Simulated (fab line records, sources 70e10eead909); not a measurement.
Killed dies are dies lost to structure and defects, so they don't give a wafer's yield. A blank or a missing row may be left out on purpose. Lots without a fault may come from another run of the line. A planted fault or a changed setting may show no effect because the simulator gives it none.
Chamber matching | flow nand_harc | NHARC_A_M0_CMP_23 on cmp-01: 4 sister chambers
The step polishes, t overpolish 20 s, target thk 113.75 nm. 8 wafers are shown with their chamber, then 7 later ones without.

WAFERS WITH THEIR CHAMBER
wafer  | chamber | motor_current_A (A) | time_to_endpoint_s (s)
L077.2 | 2       | 11.8                | 22.7
L077.6 | 2       | 11.6                | 23.8
L076.4 | 1       | 10.8                | 27.3
L080.5 | 1       | 11.0                | 30.5
L082.4 | 3       | 14.9                | 31.8
L082.5 | 0       | 11.8                | 32.3
L087.1 | 3       | 14.6                | 27.5
L087.5 | 0       | 12.7                | 28.6

WAFERS WITHOUT THEIR CHAMBER
wafer  | motor_current_A (A) | time_to_endpoint_s (s)
L087.6 | 10.5                | 27.7
L093.1 | 14.6                | 29.6
L093.3 | 12.6                | 28.2
L093.6 | 14.7                | 29.5
L095.1 | 11.8                | 28.6
L095.3 | 12.0                | 27.7
L095.4 | 11.0                | 28.3

WHICH CHAMBER EACH WENT THROUGH
wafer  | from the rows above          | in truth
L087.6 | 1                            | 1
L093.1 | 3                            | 3
L093.3 | can't be placed: 0 or 2      | 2
L093.6 | 3                            | 3
L095.1 | can't be placed: 0 or 2 or 1 | 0
L095.3 | can't be placed: 0 or 2 or 1 | 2
L095.4 | 1                            | 1
Placed correctly: 4 of 7. Can't be placed from these rows: 3 (the true chamber is among the candidates in 3). Placed wrongly: 0.
How it was worked out, from the rows above alone: a wafer's distance from a chamber is the root of the sum, over the readings, of the square of ((its reading less the chamber's mean) divided by the reading's scatter). The wafer belongs to the nearest chamber; if the next one is less than 2 further off, it can't be placed. A chamber's mean is the mean of its shown wafers. The scatter: the root of (the sum of the squares of (reading less its chamber's mean) over the shown wafers, divided by (wafers less chambers)).
